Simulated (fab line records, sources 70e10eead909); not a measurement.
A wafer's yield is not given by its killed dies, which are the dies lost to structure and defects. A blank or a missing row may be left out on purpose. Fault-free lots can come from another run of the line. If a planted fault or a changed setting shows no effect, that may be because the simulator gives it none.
Struck lot and sound lot, side by side + flow nand-harc + 15 steps out of a route of 1302
Sound: these wafers, L215.1, L215.4, L215.5. Struck: wafer L226.2. (L226.1, L226.3 of the same lot were not struck and are left out.) The cause comes at the end.
For every step that has rows: the tool of each side, followed by ch and its chambers, followed by its first start. Under that, the readings that differ: sound wafers + struck wafers + difference of the means + sigmas: that difference in standard deviations of wafers without a fault.
alike: readings whose means differ by less than 2 such deviations, and words and numbers that are the same on both sides. not compared: withheld readings, readings that some wafer has no value for, bounds like >300 that may hide the same value, and numbers for which the record gives no deviation and whose values overlap.
A row with sigmas, a row that says differs or no value, or rows on one side alone: a step with any of these is where the two part. Numbers that have no deviation but don't overlap get no sigmas and don't part them. A reading that every wafer of one side lacks parts them only if that side has two wafers or more.

NHARC_A_CONTACT_ETCH_128: etches the open film in C4F8/O2/Ar, time 197 s, target depth 1918 nm.
  sound on har-cap-etch-01 ch 0,1, day 22 15:41; struck on har-cap-etch-01 ch 1, day 28 10:03
  not compared: rf-hours-counter-h, run-length-s
NHARC_A_CONTACT_ETCH_129: etches the open film in C4F8/O2/Ar, time 197 s, target depth 1918 nm.
  sound on har-cap-etch-01 ch 0,1, day 22 15:52; struck on har-cap-etch-01 ch 1, day 28 10:14
  not compared: rf-hours-counter-h, run-length-s
NHARC_A_CONTACT_ETCH_130: etches the open film in C4F8/O2/Ar, time 197 s, target depth 1918 nm.
  sound on har-cap-etch-01 ch 0,1, day 22 16:02; struck on har-cap-etch-01 ch 1, day 28 10:24
  not compared: rf-hours-counter-h, run-length-s
then, 2 steps without rows for these wafers: NHARC_A_CONTACT_ETCH_131 (etches the open film in C4F8/O2/Ar, time 197 s, target depth 1918 nm); NHARC_A_CONTACT_ETCH_132 (etches the open film in C4F8/O2/Ar, time 197 s, target depth 1924 nm).
NHARC_A_CONTACT_ETCH_133: etches the open film in C4F8/O2/Ar, time 374 s, target depth 1610 nm.
  sound on har-cap-etch-01 ch 0,1, day 22 16:34; struck on har-cap-etch-01 ch 1, day 28 10:56
  alike: run-length-s
  not compared: rf-hours-counter-h
NHARC_A_CONTACT_ETCH_91: etches the open film in CH3F/O2, target depth 40 nm, time 85.7 s.
  sound on rie-diel-06 ch 1,3, day 22 17:21; struck on rie-diel-06 ch 2, day 28 11:44
  alike: bias-w, drypump-motor-current-A, oes-product-au, rf-vpp-V, run-length-s, showerhead-plenum-p-Torr, throttle-valve-pct
  not compared: rf-hours-counter-h
then, 1 step without rows for these wafers: NHARC_A_CONTACT_ETCH_97 (etches the open film in C4F6/O2, target depth 20 nm, time 10 s).
NHARC_A_CONTACT_CD_MEAS_80:
  struck on cd-sem-02, day 28 11:56; sound on cd-sem-03, day 22 17:34
  alike: cd-nm
then, 3 steps without rows for these wafers: NHARC_A_CONTACT_STRIP_103 (strips in N2/H2); NHARC_A_CONTACT_STRIP_104 (strips in CF4/CHF3); NHARC_A_CONTACT_STRIP_105 (strips in O2/COS).
NHARC_A_CONTACT_ETCH_106: etches the open film in CF4/O2, target depth 90 nm, overetch 9 nm, time 49.5 s.
  sound on rie-diel-06 ch 1,3, day 22 17:52; struck on rie-diel-06 ch 0, day 28 12:14
| reading          | sound          | struck | difference | sigmas |
|------------------|----------------|--------|------------|--------|
| run-length-s (s) | 70.1 71.3 71.1 | 66.0   | -4.8       | -12    |
  alike: drypump-motor-current-A, oes-product-au, rf-vpp-V, showerhead-plenum-p-Torr, throttle-valve-pct
  not compared: bias-w, rf-hours-counter-h
then, 1 step without rows for these wafers: NHARC_A_CONTACT_STRIP_82 (strips in O2).
-- the record jumps here: 2 days lie between the struck wafers' starts before and after (it left off in module A_CONTACT and takes up again in module END, whose first step shown is number 1302 of the route) --
NHARC_END_SORT_01:
  here the record holds rows for the struck wafers (prober-02 ch 0, day 30 21:32) but none for the sound ones

== WHERE THEY PART ==
Last at NHARC_END_SORT_01 as far as this record goes, first at NHARC_A_CONTACT_ETCH_106.

WHY: what the simulator had put in
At NHARC_A_CONTACT_ETCH_106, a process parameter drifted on rie-diel-06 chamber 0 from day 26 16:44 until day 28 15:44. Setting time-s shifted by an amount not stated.
